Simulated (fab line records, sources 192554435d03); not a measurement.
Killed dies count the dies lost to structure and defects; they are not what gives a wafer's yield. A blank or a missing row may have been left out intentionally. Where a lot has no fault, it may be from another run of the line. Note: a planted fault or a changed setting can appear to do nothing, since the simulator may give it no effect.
Which of the tools did it? | flow n5Finfet | Sampling: 11 lots, 32 wafers, 5 of 1938 route steps

WHAT EACH GAUGE READ, for each wafer
N5_BEOL_M5_THK_MEAS_01.
lot  | measured     | on           | M5_ILD_THK (nm)
L244 | day 8 08:50  | filmMetro-02 | 120.7 123.2 121.8
L248 | day 8 19:26  | filmMetro-01 | 120.2 119.2 121.5
L249 | day 9 19:25  | filmMetro-01 | 118.8 121.2 119.7
L251 | day 10 15:22 | filmMetro-02 | 119.4 122.0 120.5
L256 | day 11 16:48 | filmMetro-02 | 118.9 122.5 122.8
L258 | day 12 06:19 | filmMetro-02 | 122.4 120.4 128.0
L260 | day 12 09:07 | filmMetro-01 | 121.2 125.7 127.6
L262 | day 13 05:44 | filmMetro-01 | 122.1 121.4 121.7
L263 | day 13 06:28 | filmMetro-01 | 118.6 120.1
L264 | day 13 20:54 | filmMetro-02 | 120.3 120.4 121.2
L266 | day 14 04:54 | filmMetro-01 | 118.4 120.5 121.6

WHAT TOOL EACH LOT RAN ON (gives the tool, then ch and the chambers of the sampled wafers, and finally the start)
lot  | N5_BEOL_M4_ANNEAL_89        | N5_BEOL_M4_SPUTTER_92       | N5_BEOL_M4_CMP_52             | N5_BEOL_M5_ILD_DEP_00
L244 | pvdSputter-01, day 8 05:20  | pvdSputter-01, day 8 05:41  | cmp-03 ch 0,2,3, day 8 06:48  | pecvd-01 ch 1,2, day 8 08:16
L248 | pvdSputter-01, day 8 16:00  | pvdSputter-01, day 8 16:22  | cmp-04 ch 0,1,3, day 8 17:22  | pecvd-04 ch 0,1,2, day 8 18:53
L249 | pvdSputter-01, day 9 15:59  | pvdSputter-01, day 9 16:20  | cmp-04 ch 0,1, day 9 17:17    | pecvd-01 ch 0,2, day 9 18:50
L251 | pvdSputter-03, day 10 11:56 | pvdSputter-03, day 10 12:18 | cmp-04 ch 0,1,2, day 10 13:19 | pecvd-04 ch 0,2, day 10 14:48
L256 | pvdSputter-03, day 11 13:22 | pvdSputter-03, day 11 13:43 | cmp-02 ch 0,3, day 11 14:41   | pecvd-02 ch 0,2, day 11 16:13
L258 | pvdSputter-03, day 12 02:52 | pvdSputter-03, day 12 03:14 | cmp-03 ch 1,2,3, day 12 04:16 | pecvd-04 ch 0,1,2, day 12 05:45
L260 | pvdSputter-03, day 12 05:33 | pvdSputter-03, day 12 05:55 | cmp-02 ch 0,1,3, day 12 06:59 | pecvd-04 ch 1,2, day 12 08:33
L262 | pvdSputter-02, day 13 02:17 | pvdSputter-02, day 13 02:39 | cmp-02 ch 1,2,3, day 13 03:37 | pecvd-02 ch 1,2, day 13 05:09
L263 | pvdSputter-03, day 13 03:01 | pvdSputter-03, day 13 03:23 | cmp-04 ch 0,2, day 13 04:23   | pecvd-01 ch 0,2, day 13 05:53
L264 | pvdSputter-03, day 13 17:28 | pvdSputter-03, day 13 17:50 | cmp-04 ch 1,2,3, day 13 18:48 | pecvd-01 ch 0,1,2, day 13 20:20
L266 | pvdSputter-02, day 14 01:27 | pvdSputter-02, day 14 01:49 | cmp-03 ch 1,2,3, day 14 02:48 | pecvd-02 ch 1,2, day 14 04:20
- N5_BEOL_M4_ANNEAL_89: time 240 s.
- N5_BEOL_M4_SPUTTER_92: material Cu, target thk 4.5 nm, time 8.29 s.
- N5_BEOL_M4_CMP_52: polishes, stops on SiOC, t overpolish 6.8 s, target thk 40 nm.
- N5_BEOL_M5_ILD_DEP_00: deposits SiCOH lowk from DEMS/porogen, target thk 140.64 nm, time 25.9 s.

WHAT THE TOOLS THEMSELVES READ (means of the sampled wafers that have a number; where no wafer has one, the mark that the record gives instead)
N5_BEOL_M4_ANNEAL_89.
lot  | tool          | heaterPowerW (W)
L244 | pvdSputter-01 | 794
L248 | pvdSputter-01 | 791
L249 | pvdSputter-01 | 855
L251 | pvdSputter-03 | 833
L256 | pvdSputter-03 | 796
L258 | pvdSputter-03 | 846
L260 | pvdSputter-03 | 830
L262 | pvdSputter-02 | 919
L263 | pvdSputter-03 | 829
L264 | pvdSputter-03 | 811
L266 | pvdSputter-02 | 938

N5_BEOL_M4_SPUTTER_92.
lot  | tool          | throttleValvePct (%)
L244 | pvdSputter-01 | 30.2
L248 | pvdSputter-01 | 30.3
L249 | pvdSputter-01 | 29.0
L251 | pvdSputter-03 | 30.2
L256 | pvdSputter-03 | 29.1
L258 | pvdSputter-03 | 28.6
L260 | pvdSputter-03 | 28.9
L262 | pvdSputter-02 | 30.8
L263 | pvdSputter-03 | 28.0
L264 | pvdSputter-03 | 27.8
L266 | pvdSputter-02 | 30.3

N5_BEOL_M4_CMP_52.
lot  | tool   | barrierFieldEndpointS (s) | motorCurrentA (A) | overpolishRunS (s) | timeToEndpointS (s)
L244 | cmp-03 | 24.4                      | 5.9               | 6.809              | 61.8
L248 | cmp-04 | 24.6                      | 5.9               | 6.801              | 60.4
L249 | cmp-04 | 24.1                      | 5.6               | 6.803              | 61.4
L251 | cmp-04 | 24.8                      | 6.0               | 6.801              | 61.5
L256 | cmp-02 | 24.7                      | 6.4               | 6.800              | 64.4
L258 | cmp-03 | 24.2                      | 6.4               | 6.798              | 61.9
L260 | cmp-02 | 24.4                      | 6.1               | 6.802              | 63.0
L262 | cmp-02 | 23.9                      | 6.0               | 6.802              | 61.3
L263 | cmp-04 | 25.2                      | 6.0               | 6.809              | 64.3
L264 | cmp-04 | 24.7                      | 6.3               | 6.797              | 61.6
L266 | cmp-03 | 24.7                      | 6.5               | 6.808              | 60.3

N5_BEOL_M5_ILD_DEP_00.
lot  | tool     | heaterPowerW (W) | showerheadPlenumPTorr (Torr) | susceptorTempC (C) | throttleValvePct (%)
L244 | pecvd-01 | 238              | 5.733                        | 300.11             | 14.0
L248 | pecvd-04 | 286              | 5.726                        | 300.08             | 13.7
L249 | pecvd-01 | 283              | 5.733                        | 300.08             | 14.3
L251 | pecvd-04 | 284              | 5.727                        | 300.07             | 13.9
L256 | pecvd-02 | 232              | 5.724                        | 299.83             | 13.5
L258 | pecvd-04 | 292              | 5.730                        | 297.80             | 13.7
L260 | pecvd-04 | 260              | 5.736                        | 295.50             | 13.9
L262 | pecvd-02 | 308              | 5.746                        | 300.08             | 13.0
L263 | pecvd-01 | 268              | 5.734                        | 299.88             | 14.1
L264 | pecvd-01 | 248              | 5.726                        | 300.11             | 14.1
L266 | pecvd-02 | 296              | 5.741                        | 299.76             | 12.9

THE ANSWER, worked out from the rows above alone
Rule: the lots themselves supply what counts as usual. Put in order of their means at a reading, lots are off if they are a third of the lots or fewer, leave a main group of 4 or more, and stand apart from it by a gap of 3 or more times the standard deviation of the main group's means; of several such gaps the widest counts. Not used: any main group whose means are identical at the precision the tables above print for the reading. A lot without any number at a reading at which 4 lots or more have one is off too. Where the step has rows for the other lots, those lots are counted as sound. After the gauges, taken in route order, come the tools' own readings; for these a lot's mean is taken, as printed above. At the first step where some lot is off, the reading lying furthest off is the one used; lots without a number count as furthest.
Off: L258, L260, at N5_BEOL_M5_ILD_DEP_00 (susceptorTempC). For the main group the mean is 300.00 C and the standard deviation 0.13.
A tool fits if, at that step or a process step before it, it ran every lot that is off, and no sound lot after the first of them. One fits: N5_BEOL_M5_ILD_DEP_00 on pecvd-04. A fault onset in the window from L251 (day 10 14:48, its last sound lot) to L258 (day 12 05:45, its first lot off) fits.
The tool's own readings at N5_BEOL_M5_ILD_DEP_00 bear it out: on the lots that are off they differ by more than 5 times the standard deviation of the sound lots' means. susceptorTempC reads 296.65 C there against 300.00 C on the sound lots.

WHAT HAD BEEN PUT IN BY THE SIMULATOR
pecvd-04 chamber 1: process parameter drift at N5_BEOL_M5_ILD_DEP_00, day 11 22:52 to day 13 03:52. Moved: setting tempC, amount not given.
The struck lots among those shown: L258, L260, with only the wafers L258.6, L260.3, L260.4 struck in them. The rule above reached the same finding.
